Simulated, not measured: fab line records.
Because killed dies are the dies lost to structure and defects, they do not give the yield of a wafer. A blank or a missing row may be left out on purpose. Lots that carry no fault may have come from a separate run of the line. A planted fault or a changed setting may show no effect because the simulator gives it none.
Which tool is to blame?    flow n5_finfet    17 wafers sampled from 6 lots at 1 step of a route of 1938

## WHAT EACH GAUGE READ, for each wafer
N5_BEOL_M6_OCD_MEAS_38.
lot   measured      on      trench_depth_nm (nm)
L897  day 9 15:23   ocd-01  96.4 96.3 96.1
L899  day 10 09:52  ocd-02  95.3 97.8 93.3
L903  day 11 19:23  ocd-01  94.9 94.9 97.5
L907  day 12 09:45  ocd-01  95.1 94.9 94.9
L913  day 13 21:41  ocd-02  97.6 96.8
L915  day 14 13:22  ocd-02  97.8 92.6 94.8

## EACH LOT AND THE TOOL THAT RAN IT (in order: tool; ch and the chambers of the sampled wafers; start)
The record holds no process step before these readings.

## THE ANSWER, worked out from the rows above alone
Rule: the usual values come from the lots themselves. Put in order of their means at a reading, lots are off if they are a third of the lots or fewer, leave a main group of 4 or more, and stand apart from it by a gap of 3 or more times the standard deviation of the main group's means; of several such gaps the widest counts. A main group whose means are all the same, to the digits that the tables above print for the reading, isn't used. A lot without any number at a reading at which 4 lots or more have one is off too. The other lots that the step has rows for count as sound.
No lot is off on any of the readings shown, so nothing can be concluded from this.

## WHAT THE SIMULATOR HAD INSERTED
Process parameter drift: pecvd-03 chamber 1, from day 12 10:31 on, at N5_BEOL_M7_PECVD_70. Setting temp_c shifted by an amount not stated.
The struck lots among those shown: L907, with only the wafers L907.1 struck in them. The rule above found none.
